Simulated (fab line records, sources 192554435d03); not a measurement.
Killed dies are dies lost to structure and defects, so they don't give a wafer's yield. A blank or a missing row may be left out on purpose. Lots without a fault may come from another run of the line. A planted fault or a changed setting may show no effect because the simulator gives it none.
One fault seen from 2 desks | flow n5_finfet | each desk has only its own numbers; what lay behind them comes last

THE TOOL OWNER'S DESK: euv_scanner-02
The tool's own readings at N5_BEOL_M2_EXPOSE_08 (exposes mask M2): means of the sampled wafers that have a number, for each lot that ran on this tool. A lot is out of limits, marked OUT, if its mean lies more than 4 standard deviations from the usual mean; the brackets give that distance.
Columns: A = exposure_dose_mJ_cm2 at N5_BEOL_M2_EXPOSE_08, usual 41.23; B = focus_offset_nm at N5_BEOL_M2_EXPOSE_08, usual 0.0 nm
lot  | first seen here | A               | B
L886 | day 7 06:12     | 41.24           | 0.1
L892 | day 8 11:19     | 41.16           | -0.0
L891 | day 8 14:01     | 41.20           | -0.3
L898 | day 9 21:29     | 41.22           | -0.4
L902 | day 11 01:25    | 42.28 (+26) OUT | 0.3
L905 | day 11 19:53    | 42.09 (+21) OUT | -0.2
This desk's finding: out of limits on L902, L905; first on L902, day 11 01:25 (exposure_dose_mJ_cm2 at N5_BEOL_M2_EXPOSE_08). In limits: L886, L892, L891, L898.

THE METROLOGY DESK
What the gauges read, lot by lot, whatever tool the lot ran on: means of the sampled wafers that have a number. A lot is out of limits, marked OUT, if its mean lies more than 4 standard deviations from the usual mean; the brackets give that distance. Of its 10 readings 7 are shown: those that lie furthest out on some lot.
Columns: A = DIBL_N at N5_BEOL_M4_RC_MEAS_101, usual 36.4 mV/V; B = DIBL_P at N5_BEOL_M4_RC_MEAS_101, usual 36.4 mV/V; C = IOFF_N at N5_BEOL_M4_RC_MEAS_101, usual 0.164 nA/um; D = IOFF_P at N5_BEOL_M4_RC_MEAS_101, usual 0.214 nA/um; E = SS_N at N5_BEOL_M4_RC_MEAS_101, usual 71.5 mV/dec; F = VT_N at N5_BEOL_M4_RC_MEAS_101, usual 249.2 mV; G = VT_P at N5_BEOL_M4_RC_MEAS_101, usual -250.1 mV
lot  | first seen here | A    | B    | C     | D     | E    | F     | G
L886 | day 8 12:26     | 35.9 | 37.2 | 0.166 | 0.217 | 71.5 | 248.4 | -249.9
L890 | day 9 12:56     | 36.6 | 38.4 | 0.170 | 0.234 | 72.2 | 249.9 | -249.5
L892 | day 9 21:47     | 35.7 | 38.1 | 0.154 | 0.248 | 71.7 | 251.7 | -245.5
L891 | day 9 22:43     | 38.4 | 38.3 | 0.199 | 0.234 | 71.7 | 244.6 | -248.9
L893 | day 10 00:44    | 38.5 | 36.2 | 0.181 | 0.238 | 72.0 | 247.2 | -248.4
L894 | day 10 03:02    | 37.0 | 35.9 | 0.176 | 0.237 | 71.5 | 247.0 | -249.5
L898 | day 11 03:19    | 37.5 | 38.6 | 0.190 | 0.242 | 71.8 | 248.8 | -249.6
L902 | day 12 12:46    | 37.0 | 36.8 | 0.173 | 0.231 | 72.1 | 246.5 | -248.3
L905 | day 13 03:38    | 35.1 | 34.9 | 0.154 | 0.177 | 71.5 | 249.6 | -253.8
This desk's finding: nothing out of limits on any of the 9 lots.

PUT TOGETHER
The tool owner's desk could have raised an alarm at day 11 01:25, on L902, L905.
The metrology desk saw nothing out of limits.
The metrology desk has L902, L905 on record, within its limits.
Of the lots named, all ran N5_BEOL_M2_EXPOSE_08 on euv_scanner-02.

WHAT THE SIMULATOR HAD PUT IN
Process parameter drift: euv_scanner-02, from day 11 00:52 on, at N5_BEOL_M2_EXPOSE_08. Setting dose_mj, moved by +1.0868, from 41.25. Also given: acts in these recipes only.
Lots struck among those shown: L902, L905.
Hours from the fault's start to each desk's first reading out of limits: the tool owner's desk, 1.
